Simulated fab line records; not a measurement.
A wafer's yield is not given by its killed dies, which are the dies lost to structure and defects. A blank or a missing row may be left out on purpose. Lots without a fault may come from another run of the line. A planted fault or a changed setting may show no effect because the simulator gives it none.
fab line records	flow nand_harc
record: lots: 6	wafers: 18	last_day: 24
route steps=1159 shown A_BONDPAD@1074 HYBRID_BOND@1094 THIN_TSV@1101 END@1159
lots untouched by any fault: they come from a run of this same line in which no faults occurred
start_h: the number of hours between the record's first day and the start of the first shown wafer of the lot	wait_h: hours from the lot's prior step to this one	" the same as in the row above	L1.1+2: several wafers, shown together as one row	- value missing, or start not given	* or withheld: withheld	< > ~ a bound
route shown NAME@n: a module of which the file shows steps, and the number in the route of the first	usual: mean/standard deviation of fault-free wafers	same: alike in all rows	chamber/n: place in a boat	sites: per-site readings	_std_site: the values' standard deviation	_edge_site: inner sites' mean taken away from outer sites' mean	radius_mm: how far each site lies from the wafer's centre	mask NAME#n: copy n	behind: the most recent tool/chamber to have shaped the wafer	hold: what put the lot on hold/how long, in hours/how the hold closed	device: names the non-switching transistor (n, p or np)	end of line: the route-end tests of the same wafers	a step given without rows: its recipe and nothing more	killed: not the wafer's yield, but the dies lost to structure and defects at the first sort	map: per-die view of a wafer (x killed, . not killed, _ where there is no die)
set.NAME: the setting as run; set.NAME@STEP: as run at that earlier step	model.NAME: the simulator's own value behind a step, which no gauge read
lots at selected steps of the route; one table per step, one row per wafer
services: a tool's chamber out of use, with start hour (start_h, from the record's first day; less than 0 if before it), hours out, and reason
== steps ==
step: NHARC_A_BONDPAD_HARDBAKE_10
recipe: temp_c: 118	time_s: 65
step: NHARC_A_BONDPAD_DESCUM_11
recipe: time_s: 3	o2_flow_sccm: 200	ar_flow_sccm: 0	bias_power_w: 0	chemistry: O2
usual: drypump_motor_current_A: 5.7/0.46	o2_flow_sccm: 200.1/0.63	oes_product_au: 0.999/0.016	rf_vpp_V: 57.9/0.87	showerhead_plenum_p_Torr: 1.95/0.081	throttle_valve_pct: 11.311/0.0091
lot.wafer	tool	chamber	start_h	wait_h	drypump_motor_current_A	o2_flow_sccm	oes_product_au	rf_hours_counter_h	rf_vpp_V	showerhead_plenum_p_Torr	throttle_valve_pct
L202.4	rie_diel-11	1	419.22	-	6.6	200.5	0.997	8	57.6	1.92	11.316
L202.2	"	2	"	"	4.8	199.9	0.969	8	56.7	1.85	11.326
L202.6	"	0	"	"	5.9	200.9	0.991	-	57.0	2.03	11.311
L206.2	rie_diel-03	3	460.93	-	5.8	201.0	0.991	2	57.4	2.03	11.317
L206.3	"	0	"	"	5.8	199.4	0.987	2	57.0	1.82	11.317
L206.6	"	3	"	"	5.8	200.1	0.979	-	58.6	2.03	11.308
L209.1	rie_diel-03	2	488.63	-	5.7	200.0	0.989	2	58.9	1.96	11.320
L209.5	"	3	"	"	5.8	200.5	0.987	-	57.6	2.03	11.337
L209.4	"	0	"	"	5.8	199.7	0.999	-	57.8	1.82	11.327
L205.1	rie_diel-13	3	493.23	-	6.3	199.9	1.020	2	58.7	1.98	11.301
L205.2	"	0	"	"	5.5	199.6	1.024	2	58.9	2.03	11.309
L205.5	"	3	"	"	6.3	198.8	1.015	-	55.6	1.98	11.302
L216.1	rie_diel-03	2	518.16	-	5.6	199.1	0.996	4	57.3	1.96	11.315
L216.2	"	0	"	"	5.8	199.0	1.022	4	57.4	1.82	11.315
L216.5	"	1	"	"	5.1	200.2	1.027	-	59.7	2.01	11.297
L221.2	rie_diel-03	0	549.42	-	5.8	200.7	1.017	5	58.9	1.82	11.317
L221.4	"	1	"	"	5.1	200.8	1.011	5	58.7	2.01	11.299
L221.5	"	3	"	"	5.8	200.1	0.982	-	59.8	2.03	11.325
step: NHARC_A_BONDPAD_ETCH_34
recipe: target_depth_a: 600	overetch_a: 180	time_s: 65.91	ion_energy_ev: 200	n2_flow_sccm: 150	h2_flow_sccm: 150	ar_flow_sccm: 0	rf_w: 400	bias_w: 150	chemistry: N2/H2
step: NHARC_A_BONDPAD_ETCH_12
recipe: target_depth_a: 2200	time_s: 110	chf3_flow_sccm: 50	o2_flow_sccm: 10	ar_flow_sccm: 200	rf_w: 500	bias_w: 200	chemistry: CHF3/O2
step: NHARC_A_BONDPAD_CD_MEAS_13
usual: cd_nm: 501.0/2.8
lot.wafer	tool	chamber	start_h	wait_h	cd_nm
L202.2	cd_sem-01	-	419.52	-	501.2
L202.4	"	-	"	"	504.2
L202.6	"	-	"	"	495.7
L206.2	cd_sem-01	-	461.24	-	502.6
L206.3	"	-	"	"	502.5
L206.6	"	-	"	"	506.7
L209.1	cd_sem-01	-	489.10	-	503.9
L209.4	"	-	"	"	499.1
L209.5	"	-	"	"	502.9
L205.1	cd_sem-02	-	493.54	-	500.0
L205.2	"	-	"	"	498.4
L205.5	"	-	"	"	497.4
L216.1	cd_sem-01	-	518.47	-	499.4
L216.2	"	-	"	"	500.5
L216.5	"	-	"	"	504.1
L221.2	cd_sem-03	-	549.72	-	503.2
L221.4	"	-	"	"	499.3
L221.5	"	-	"	"	496.1
step: NHARC_A_BONDPAD_STRIP_15
recipe: o2_flow_sccm: 500	ar_flow_sccm: 0	bias_w: 0	chemistry: O2
usual: drypump_motor_current_A: 5.7/0.42	o2_flow_sccm: 499.8/1.6	oes_product_au: 1.000/0.015	rf_vpp_V: 58.0/0.87	showerhead_plenum_p_Torr: 3.61/0.13	throttle_valve_pct: 17.036/0.0096
lot.wafer	tool	chamber	start_h	wait_h	drypump_motor_current_A	o2_flow_sccm	oes_product_au	rf_hours_counter_h	rf_vpp_V	showerhead_plenum_p_Torr	throttle_valve_pct
L202.4	rie_diel-11	0	419.63	0.1	5.9	502.0	0.985	8	57.8	3.72	17.030
L202.2	"	1	"	"	6.6	500.5	1.006	8	57.3	3.54	17.023
L202.6	"	2	"	"	4.8	501.4	0.975	-	57.0	3.42	17.040
L206.3	rie_diel-03	2	461.32	0.1	5.7	501.1	0.979	2	57.6	3.61	17.023
L206.2	"	3	"	"	5.8	498.9	0.999	2	56.6	3.74	17.039
L206.6	"	3	"	"	5.8	498.4	0.980	-	59.2	3.74	17.038
L209.1	rie_diel-03	0	489.18	0.1	5.9	500.9	1.004	3	57.2	3.37	17.040
L209.4	"	2	"	"	5.7	498.7	0.984	3	58.2	3.61	17.050
L209.5	"	0	"	"	5.9	500.3	1.006	-	57.8	3.37	17.030
L205.1	rie_diel-03	2	493.63	0.1	5.7	497.9	0.989	2	57.6	3.61	17.028
L205.2	"	0	"	"	5.9	501.4	0.993	2	57.3	3.37	17.027
L205.5	"	1	"	"	5.1	500.3	1.015	-	58.2	3.69	17.027
L216.2	rie_diel-03	1	518.54	0.1	5.1	496.0	1.005	4	58.6	3.69	17.039
L216.1	"	2	"	"	5.7	499.2	1.001	4	58.0	3.61	17.038
L216.5	"	2	"	"	5.7	500.5	0.990	-	57.2	3.61	17.038
L221.2	rie_diel-13	0	549.80	0.1	5.5	498.3	1.012	35	59.1	3.71	17.054
L221.4	"	2	"	"	6.5	496.8	1.024	33	59.5	3.79	17.033
L221.5	"	1	"	"	5.3	499.3	1.004	-	57.5	3.62	17.028
step: NHARC_A_BONDPAD_ETCH_24
recipe: target_depth_a: 300	over_etch_frac: 0.3	time_s: 72.99	ion_energy_ev: 150	cf4_flow_sccm: 50	n2_flow_sccm: 100	ar_flow_sccm: 150	rf_w: 300	bias_w: 100	chemistry: CF4/N2
usual: cf4_flow_sccm: 50.00/0.17	drypump_motor_current_A: 5.7/0.44	oes_product_au: 1.000/0.014	rf_vpp_V: 315.0/2	showerhead_plenum_p_Torr: 2.68/0.11	throttle_valve_pct: 19.794/0.0094
lot.wafer	tool	chamber	start_h	wait_h	cf4_flow_sccm	drypump_motor_current_A	oes_product_au	rf_hours_counter_h	rf_vpp_V	showerhead_plenum_p_Torr	throttle_valve_pct
L202.4	rie_diel-11	2	-	-	49.71	4.8	0.977	8	311.4	2.54	19.822
L202.2	"	3	"	"	49.84	6.3	1.019	8	314.2	2.56	19.795
L202.6	"	1	"	"	49.98	6.6	1.001	-	313.5	2.64	19.789
L206.2	rie_diel-03	3	-	-	50.22	5.8	0.993	2	316.5	2.78	19.801
L206.3	"	0	"	"	49.83	5.8	0.998	2	312.2	2.51	19.812
L206.6	"	3	"	"	49.82	5.8	0.995	-	317.5	2.78	19.777
L209.4	rie_diel-03	3	-	-	50.09	5.8	0.983	2	317.8	2.78	19.790
L209.1	"	1	"	"	49.94	5.1	1.017	3	317.2	2.75	19.786
L209.5	"	0	"	"	49.92	5.8	1.001	-	311.2	2.51	19.799
L205.2	rie_diel-03	0	-	-	49.75	5.9	1.009	2	313.3	2.51	19.795
L205.1	"	1	"	"	50.00	5.1	1.007	3	317.0	2.75	19.797
L205.5	"	1	"	"	50.13	5.1	1.017	-	316.9	2.75	19.796
L216.2	rie_diel-03	3	-	-	50.02	5.8	0.999	4	316.7	2.78	19.791
L216.1	"	0	"	"	50.13	5.8	1.020	4	312.9	2.51	19.780
L216.5	"	3	"	"	49.87	5.8	0.987	-	316.9	2.78	19.791
L221.4	rie_diel-13	1	-	-	49.92	5.3	0.997	33	316.2	2.69	19.779
L221.2	"	2	"	"	50.16	6.5	1.017	33	318.9	2.82	19.794
L221.5	"	1	"	"	49.84	5.3	1.009	-	312.7	2.69	19.801
step: NHARC_A_BONDPAD_STRIP_16
recipe: time_s: 600	temp_c: 30	chemistry: post_etch_residue_remover
step: NHARC_A_BONDPAD_DEGAS_25
recipe: temp_c: 300	time_s: 60
step: NHARC_A_BONDPAD_PRE_CLEAN_26
recipe: time_s: 30	temp_c: 280	gas: H2/He
step: NHARC_A_BONDPAD_PVD_17
recipe: target_thk_a: 50	bias_v: 168.6	power_w: 15000	chamber_pressure_pa: 0.12	time_s: 8.06	substrate_temp_c: 50	material: TaN
step: NHARC_A_BONDPAD_PVD_27
recipe: target_thk_a: 300	chamber_pressure_pa: 5	power_w: 5000	substrate_temp_c: 30	time_s: 20.49	material: Cu
usual: throttle_valve_pct: 30.4/1.2
lot.wafer	tool	chamber	start_h	wait_h	throttle_valve_pct
L202.4	pvd_sputter-03	-	-	-	31.6
L202.2	"	-	"	"	32.8
L202.6	"	-	"	"	31.4
L206.3	pvd_sputter-02	-	-	-	29.0
L206.2	"	-	"	"	30.5
L206.6	"	-	"	"	29.2
L209.1	pvd_sputter-02	-	-	-	31.4
L209.4	"	-	"	"	29.5
L209.5	"	-	"	"	30.5
L205.1	pvd_sputter-01	-	-	-	29.0
L205.2	"	-	"	"	29.8
L205.5	"	-	"	"	28.9
L216.2	pvd_sputter-03	-	-	-	31.3
L216.1	"	-	"	"	30.2
L216.5	"	-	"	"	31.3
L221.2	pvd_sputter-01	-	-	-	30.2
L221.4	"	-	"	"	28.8
L221.5	"	-	"	"	30.1
step: NHARC_A_BONDPAD_ECD_18
recipe: target_thk_a: 4000	bath_temp_c: 25	material: Cu
lot.wafer	tool	chamber	start_h	wait_h
L202.2+4+6	ecd_cu-01	0,1,0	420.60	-
L206.2+3+6	ecd_cu-02	0,1,0	462.27	-
L209.1+4+5	ecd_cu-01	0,1,0	490.13	-
L205.1+2+5	ecd_cu-01	1,0,1	494.61	-
L216.2+1+5	ecd_cu-02	0,1,1	519.47	-
L221.2+4+5	ecd_cu-02	1,0,0	550.71	-
step: NHARC_A_BONDPAD_ANNEAL_28
recipe: temp_c: 225	time_s: 90
step: NHARC_A_BONDPAD_CMP_19
recipe: t_overpolish_s: 30	cu_recess_touch_s: 16	target_thk_nm: 169.8
usual: motor_current_A: 11.7/1.1	overpolish_run_s: 30.000/0.0084
lot.wafer	tool	chamber	start_h	wait_h	motor_current_A	overpolish_run_s
L202.4	cmp-04	3	421.30	-	12.6	29.998
L202.2	"	1	"	"	12.3	29.999
L202.6	"	3	"	"	12.5	29.991
L206.3	cmp-01	2	463.00	-	12.8	30.006
L206.2	"	3	"	"	11.9	30.012
L206.6	"	0	"	"	11.7	30.001
L209.4	cmp-04	1	490.84	-	13.2	30.004
L209.1	"	3	"	"	13.0	29.994
L209.5	"	0	"	"	10.8	29.996
L205.1	cmp-04	1	495.63	-	12.2	30.003
L205.2	"	2	"	"	11.4	30.013
L205.5	"	1	"	"	12.1	29.992
L216.2	cmp-04	1	520.19	-	13.0	30.001
L216.1	"	2	"	"	11.8	30.003
L216.5	"	1	"	"	12.1	30.016
L221.2	cmp-03	0	551.46	-	12.3	29.997
L221.4	"	1	"	"	10.5	29.986
L221.5	"	3	"	"	11.2	30.008
step: NHARC_A_BONDPAD_THK_MEAS_20
recipe: thk_meas_gauge: xrf
usual: thk_nm: 169.6/1.8
lot.wafer	tool	chamber	start_h	wait_h	thk_nm
L202.2	film_metro-02	-	421.59	-	167.8
L202.4	"	-	"	"	170.5
L202.6	"	-	"	"	167.0
L206.2	film_metro-01	-	463.26	-	166.3
L206.3	"	-	"	"	171.6
L206.6	"	-	"	"	171.4
L209.1	film_metro-02	-	491.13	-	167.7
L209.4	"	-	"	"	167.8
L209.5	"	-	"	"	168.5
L205.1	film_metro-02	-	495.92	-	165.7
L205.2	"	-	"	"	170.9
L205.5	"	-	"	"	167.6
L216.1	film_metro-01	-	520.51	-	169.1
L216.2	"	-	"	"	169.2
L216.5	"	-	"	"	166.9
L221.2	film_metro-01	-	551.76	-	171.5
L221.4	"	-	"	"	172.2
L221.5	"	-	"	"	170.3
step: NHARC_A_BONDPAD_SRD_21
recipe: time_s: 30	temp_c: 23	dry_time_s: 20	spin_rpm: 1500
step: NHARC_HYBRID_BOND_ACTIVATE_00
recipe: time_s: 60	n2_flow_sccm: 200	ar_flow_sccm: 0	bias_power_w: 0	chemistry: N2
step: NHARC_HYBRID_BOND_PRECLEAN_01
recipe: time_s: 300	temp_c: 23	chemistry: DIW
step: NHARC_HYBRID_BOND_SRD_02
recipe: time_s: 30	temp_c: 23	dry_time_s: 20	spin_rpm: 1500
step: NHARC_HYBRID_BOND_BOND_03
recipe: temp_c: 25
step: NHARC_HYBRID_BOND_ANNEAL_04
recipe: temp_c: 300	time_s: 7200	ramp_up_c_per_min: 5	ramp_down_c_per_min: 3	idle_temp_c: 100	pressure_atm: 1
step: NHARC_HYBRID_BOND_OVL_MEAS_05
usual: overlay_x_nm: -2/33	overlay_y_nm: 1/34
lot.wafer	tool	chamber	start_h	wait_h	overlay_x_nm	overlay_y_nm
L202.2	overlay-01	-	436.42	0.4	-50	-63
L202.4	"	-	"	"	-26	-12
L202.6	"	-	"	"	-8	-24
L206.2	overlay-01	-	470.69	0.4	2	36
L206.3	"	-	"	"	-7	30
L206.6	"	-	"	"	-57	8
L209.1	overlay-02	-	500.52	0.4	2	-2
L209.4	"	-	"	"	-19	6
L209.5	"	-	"	"	-24	54
L205.1	overlay-02	-	505.11	0.4	-4	-22
L205.2	"	-	"	"	-17	10
L205.5	"	-	"	"	-5	-16
L216.1	overlay-02	-	530.60	0.4	-14	-34
L216.2	"	-	"	"	20	-4
L216.5	"	-	"	"	93	54
L221.2	overlay-02	-	561.79	0.4	17	-1
L221.4	"	-	"	"	-20	-18
L221.5	"	-	"	"	11	-15
step: NHARC_THIN_TSV_GRIND_00
recipe: target_thk_um: 6
step: NHARC_THIN_TSV_CMP_01
recipe: target_thk_um: 3
step: NHARC_THIN_TSV_THK_MEAS_02
recipe: thk_meas_gauge: ir
usual: thk_nm: 2944/250
lot.wafer	tool	chamber	start_h	wait_h	thk_nm
L202.2	film_metro-01	-	438.14	-	2744
L202.4	"	-	"	"	2986
L202.6	"	-	"	"	3021
L206.2	film_metro-01	-	473.56	-	3305
L206.3	"	-	"	"	3337
L206.6	"	-	"	"	3281
L209.1	film_metro-02	-	502.23	-	3126
L209.4	"	-	"	"	3033
L209.5	"	-	"	"	3195
L205.1	film_metro-01	-	506.81	0.2	3159
L205.2	"	-	"	"	2987
L205.5	"	-	"	"	3187
L216.1	film_metro-01	-	532.30	0.2	3332
L216.2	"	-	"	"	3599
L216.5	"	-	"	"	3444
L221.2	film_metro-01	-	563.50	0.2	2841
L221.4	"	-	"	"	2678
L221.5	"	-	"	"	2730
step: NHARC_THIN_TSV_SRD_03
step: NHARC_THIN_TSV_PRECLEAN_41
recipe: time_s: *	temp_c: 50	bath_age_min: 0	chemistry: SC1
step: NHARC_THIN_TSV_SRD_42
step: NHARC_THIN_TSV_DEP_43
recipe: target_thk_a: 13285	temp_c: withheld	pressure_torr: 6.5	rf_w: 900	teos_flow_sccm: 161.4	flow_sccm: 2650	target_thk_nm: 1328.5	gas: O2	material: SiO2
step: NHARC_THIN_TSV_DEHYDRATE_04
recipe: temp_c: 150	time_s: 120
step: NHARC_THIN_TSV_HMDS_05
recipe: time_s: 30
step: NHARC_THIN_TSV_COAT_06
recipe: spin_rpm: *
step: NHARC_THIN_TSV_SOFTBAKE_07
recipe: temp_c: 122	time_s: 95
step: NHARC_THIN_TSV_EBR_08
step: NHARC_THIN_TSV_EXPOSE_09
recipe: na: 0.55	dose_mj: 30.7	mask_id: TSV
step: NHARC_THIN_TSV_PEB_10
recipe: peb_temp_c: 118	peb_time_s: 85
step: NHARC_THIN_TSV_DEVELOP_11
recipe: time_s: 70
step: NHARC_END_SORT_01
recipe: temp_c: 25
usual: killed_at_array: 26/9.7	killed_at_other: 1.0/1.2	killed_at_periphery: 3.9/2.6	killed_dies: 31/9.7	killed_open: 3.2/1.8	killed_short: 2.0/1.3
same: gross_dies: 677
lot.wafer	tool	chamber	start_h	wait_h	killed_at_array	killed_at_other	killed_at_periphery	killed_dies	killed_open	killed_short
L209.1	prober-02	0	518.12	2.5	92	1	3	96	3	3
L209.4	prober-02	0	520.49	3.4	92	1	6	99	3	3
L209.5	prober-02	0	521.28	3.7	92	2	2	96	2	0
L205.1	prober-02	0	519.66	2.5	79	0	1	80	1	0
L205.2	prober-02	0	520.45	2.8	94	0	1	95	5	1
L205.5	prober-02	0	522.84	3.7	98	0	2	100	2	2
killed by level:class
L209.1 A_WL_FILL:unspecified=78 A_CHANNEL_HOLE_D1:chamber_film_flake=4 A_CONTACT:chamber_film_flake=3 A_CHANNEL_FILL_D1:chamber_film_flake=2 P_STI:geometric_particle:short=1 P_M1:geometric_particle:open=1 A_CHANNEL_HOLE_D1:geometric_particle:short=1 A_SGD_CUT:geometric_particle:open=1
L205.1 A_WL_FILL:unspecified=72 A_CHANNEL_HOLE_D1:chamber_film_flake=3 A_BLC:geometric_particle:open=1 P_ZERO_WELL:chamber_film_flake=1 A_STAIRCASE:chamber_film_flake=1 A_WL_FILL:chamber_film_flake=1 A_CONTACT:chamber_film_flake=1
L205.2 A_WL_FILL:unspecified=78 A_CONTACT:chamber_film_flake=5 A_CONTACT:geometric_particle:open=3 A_CHANNEL_HOLE_D1:chamber_film_flake=2 A_STAIRCASE:chamber_film_flake=2 A_CHANNEL_FILL_D1:geometric_particle:open=1 A_WL_FILL:geometric_particle:short=1 A_M0:geometric_particle:open=1
L209.4 A_WL_FILL:unspecified=78 A_CHANNEL_HOLE_D1:chamber_film_flake=4 A_CONTACT:chamber_film_flake=4 P_CONTACT:chamber_film_flake=2 P_M1:chamber_film_flake=2 P_STI:geometric_particle:open=1 A_ONON_D1:geometric_particle:open=1 A_CHANNEL_HOLE_D1:geometric_particle:open=1
L209.5 A_WL_FILL:unspecified=80 A_CHANNEL_HOLE_D1:chamber_film_flake=5 A_CHANNEL_FILL_D1:chamber_film_flake=2 A_CONTACT:chamber_film_flake=2 HYBRID_BOND:chamber_film_flake=2 A_ONON_D1:geometric_particle:open=1 A_CONTACT:geometric_particle:open=1 P_STI:chamber_film_flake=1
L205.5 A_WL_FILL:unspecified=82 A_CONTACT:chamber_film_flake=7 A_CHANNEL_HOLE_D1:chamber_film_flake=5 A_ONON_D1:geometric_particle:open=1 A_ONON_D1:geometric_particle:short=1 A_CHANNEL_FILL_D1:geometric_particle:open=1 A_CONTACT:geometric_particle:short=1 P_ZERO_WELL:chamber_film_flake=1
map L205.5 (x killed, . not)
____________.____________
_________......._________
_______.......x..._______
______.............______
_____..............._____
____.................____
____.................____
___.............x.....___
___...................___
__.....................__
__.....................__
_......................._
_......................._
_x..x.......x..........._
_....x...x........xxx..._
_.x..xxx.x..x.......x..._
......xxxxxx........x....
....xxxxxxxx....x........
x....xxxxxxx..x.....x....
....xxxxxxxx.............
....xxxxxxxxx...x........
_...xxxxxxxx.......x...._
_...xxxxxxx.x..........._
_...xxxxxxxx............_
_...x.xxxx.............._
_.....xxxx..........x..._
__....x.....x..........__
__.....x...............__
___...................___
___...................___
____.................____
____.................____
_____..............._____
______.............______
_______..........._______
_________......._________
____________x____________
map L209.4 (x killed, . not)
____________.____________
_________......._________
_______..........._______
______.............______
_____...........xxx._____
____..........xxxxx..____
____.........xxxxxxx.____
___..........xxxxxxxx.___
___..........xxxxxxxxx___
__.....x...x.xxxxxxxx..__
__............xxxxxxx..__
_............xxxxxxxx..._
_...........xx.xxxxxxx.._
_............x.xxxxxx..x_
_.............xxxxx....._
_.x......x.....xxxxx...._
.........................
...................x...x.
..............x..........
...........x....x..x.....
.........................
_...............x......._
_.........x............._
_......................._
_...x.................x._
_......................._
__.....................__
__.....................__
___...................___
___x..................___
____........x........____
____.................____
_____..............._____
______.............______
_______........x.._______
_________......._________
____________.____________
== services ==
tool	chamber	start_h	hours	kind
cmp-04	-	399.75	4.0	pm
rie_diel-03	0	401.33	-	clean
rie_diel-11	-	432.78	0.4	repair
cmp-04	-	446.46	1.9	repair
ecd_cu-01	-	448.58	8.0	pm
rie_diel-13	-	453.00	9.0	pm
ecd_cu-02	-	456.90	4.8	repair
pvd_sputter-03	-	458.00	10.0	pm
rie_diel-03	1	470.57	3.0	repair
cmp-01	-	473.60	4.0	pm
cmp-03	-	480.90	4.0	pm
cmp-01	-	484.86	1.0	repair
cmp-01	-	489.29	1.0	repair
cmp-04	-	497.75	4.0	pm
pvd_sputter-01	-	514.03	10.0	pm
ecd_cu-01	-	526.35	2.7	repair
ecd_cu-02	-	532.50	8.0	pm
rie_diel-13	3	532.78	8.0	repair
cmp-04	-	534.55	1.5	repair
rie_diel-03	0	540.85	6.3	repair
cmp-04	-	543.09	1.3	repair
rie_diel-11	-	543.64	9.0	pm
ecd_cu-01	-	544.03	3.3	repair
pvd_sputter-03	-	544.72	2.2	repair
== key ==
first_sign: step: NHARC_END_SORT_01	reading: killed_at_array	direction: up	sigmas: 6.7	usual: 26	struck: 91
effect: step: NHARC_END_SORT_01	reading: killed_dies	direction: up	sigmas: 6.5	usual: 31	struck: 94
met_at NHARC_A_BONDPAD_ECD_18
struck_wafers L205.1,L205.2,L205.5,L209.1,L209.4,L209.5
tester_left_out L205,L209
onset_between 420.60 490.13
earlier_fault: kind: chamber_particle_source	tool: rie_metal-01	chamber: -	onset_h: 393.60	steps: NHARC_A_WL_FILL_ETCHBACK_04	rate_per_visit_cm2: 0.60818	end_h: 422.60
fault: kind: process_parameter_drift	tool: ecd_cu-01	chamber: -	onset_h: 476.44	steps: NHARC_A_BONDPAD_ECD_18	channel: target_thk_a	offset: *	shape: step	end_h: 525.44	acts_in: *	stated: *
tester_left_out: of these lots the tester's yield and bins aren't shown, on N5 and GAA mostly nor the transistor test; their killed dies are dies lost to structure and defects alone, not to doping, threshold or leakage, so they don't give the yield
